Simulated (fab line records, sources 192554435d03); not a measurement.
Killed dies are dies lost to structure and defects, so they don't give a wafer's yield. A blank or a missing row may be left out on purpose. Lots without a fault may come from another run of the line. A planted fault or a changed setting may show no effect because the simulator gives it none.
A struck lot beside a sound one | flow n5_finfet | 21 steps out of a route of 1938
Sound: wafers L361.3, L361.4, L361.5. Struck: wafers L359.1, L359.3, L359.5. The cause comes at the end.
At each step with rows: each side's tool, then ch and its chambers, then its first start. Under that, the readings that differ: sound wafers | struck wafers | difference of the means | sigmas: that difference in standard deviations of wafers without a fault.
alike: readings whose means differ by less than 2 such deviations, and words and numbers that are the same on both sides. not compared: withheld readings, readings that some wafer has no value for, bounds like >300 that may hide the same value, and numbers for which the record gives no deviation and whose values overlap.
The two part at a step that has a row with sigmas, a row that says differs or no value, or rows on one side only. Numbers that don't overlap but have no deviation are shown without sigmas and don't part them. A reading that every wafer of one side lacks parts them only if that side has two wafers or more.

first, 8 steps without rows for these wafers: N5_BEOL_M14_DESCUM_15 (chemistry O2, time 7.9 s); N5_BEOL_M14_ETCH_59 (etches BARC in N2/H2, target depth 89 nm, overetch 26.7 nm, time 67.9 s); N5_BEOL_M14_VIA_ETCH_16 (etches SiO2 in C4F8/O2/Ar, target depth 1231.3 nm); N5_BEOL_M14_STRIP_63 (strips in O2); N5_BEOL_M14_STRIP_64 (strips in O2); N5_BEOL_M14_STRIP_71 (strips in post etch residue remover, time 60 s); N5_BEOL_M14_SRD_72 (time 30 s, dry time 30 s); N5_BEOL_M14_COAT_65 (time 60 s, resist thk 450 nm).
N5_BEOL_M14_COAT_66: time 60 s, resist thk 110 nm.
  sound on litho_track-01 ch 0, day 14 21:40; struck on litho_track-04 ch 0, day 14 16:23
  reading                                     | sound                | struck               | difference | sigmas
  spin_speed_rpm (rpm)                        | 1499.5 1498.8 1498.8 | 1689.8 1691.4 1691.8 | +192.0     | +99 or more
  model.SiARC_of_BEOL_M14_COAT_66.thk_nm (nm) | 110.2 110 110.2      | 103.8 104 103.6      | -6.3       |
  alike: plate_temp_C
then, 8 steps without rows for these wafers: N5_BEOL_M14_COAT_22 (resist thk 300 nm); N5_BEOL_M14_EBR_24; N5_BEOL_M14_SOFTBAKE_23 (time 60 s); N5_BEOL_M14_EXPOSE_25 (exposes mask M14, target cd 280 nm); N5_BEOL_M14_PEB_26 (peb time 90 s); N5_BEOL_M14_DEVELOP_27 (develop time 45 s); N5_BEOL_M14_HARDBAKE_32 (time 120 s); N5_BEOL_M14_DESCUM_33 (chemistry O2, time 7.9 s).
N5_BEOL_M14_ETCH_67: etches SiARC in CF4, target depth 143 nm, time 238.3 s.
  sound on rie_diel-05 ch 0,1,2, day 14 22:11; struck on rie_diel-05 ch 0,2, day 14 16:55
  reading                                    | sound             | struck          | difference | sigmas
  etch_rf_on_time_s (s)                      | 237 244 243       | 227 220 226     | -17        | -4
  model.etch.depth_nm (nm)                   | 110.1 110 110.3   | 103.8 104 103.7 | -6.3       |
  model.coat_of_BEOL_M14_COAT_22.thk_nm (nm) | 210.4 210.8 210.6 | 214.6 215.8 216 | +4.9       |
  alike: bias_w, drypump_motor_current_A, mfc_ar_sccm, oes_product_au, rf_vpp_V, showerhead_plenum_p_Torr, throttle_valve_pct
  not compared: rf_hours_counter_h
N5_BEOL_M14_ETCH_68: etches SOC in N2/H2, time 450 s.
  sound on rie_diel-05 ch 0,1,2, day 14 22:20; struck on rie_diel-05 ch 0,2, day 14 17:04
  reading                                     | sound          | struck         | difference | sigmas
  model.SiARC_of_BEOL_M14_COAT_66.thk_nm (nm) | 64.8 64.8 65.6 | 58.2 58.6 58.4 | -6.7       |
  alike: bias_w, drypump_motor_current_A, oes_product_au, rf_vpp_V, showerhead_plenum_p_Torr, throttle_valve_pct
  not compared: rf_hours_counter_h
then, 1 step without rows for these wafers: N5_BEOL_M14_STRIP_69 (strips in N2/H2).
N5_PASSIVATION_PROBE_49:
  sound on prober-02, day 16 03:32; struck on prober-02, day 15 21:00
  alike: defect_limited_yield, killed_at_M0_to_M3, killed_at_M4_up, killed_at_contacts, killed_at_front_end, killed_at_other, killed_dies, killed_open, killed_short, sort_bin_5_function, sort_bin_6_memory, sort_n_pass, sort_yield_pct

WHERE THEY PART
First at N5_BEOL_M14_COAT_66; last, within this record, at N5_BEOL_M14_ETCH_67. Later steps at which nothing parts them and some readings are alike: N5_BEOL_M14_ETCH_68, N5_PASSIVATION_PROBE_49.

WHY: what the simulator had put in
Process parameter drift: litho_track-04, from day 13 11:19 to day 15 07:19, at N5_BEOL_M14_COAT_66. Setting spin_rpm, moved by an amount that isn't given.
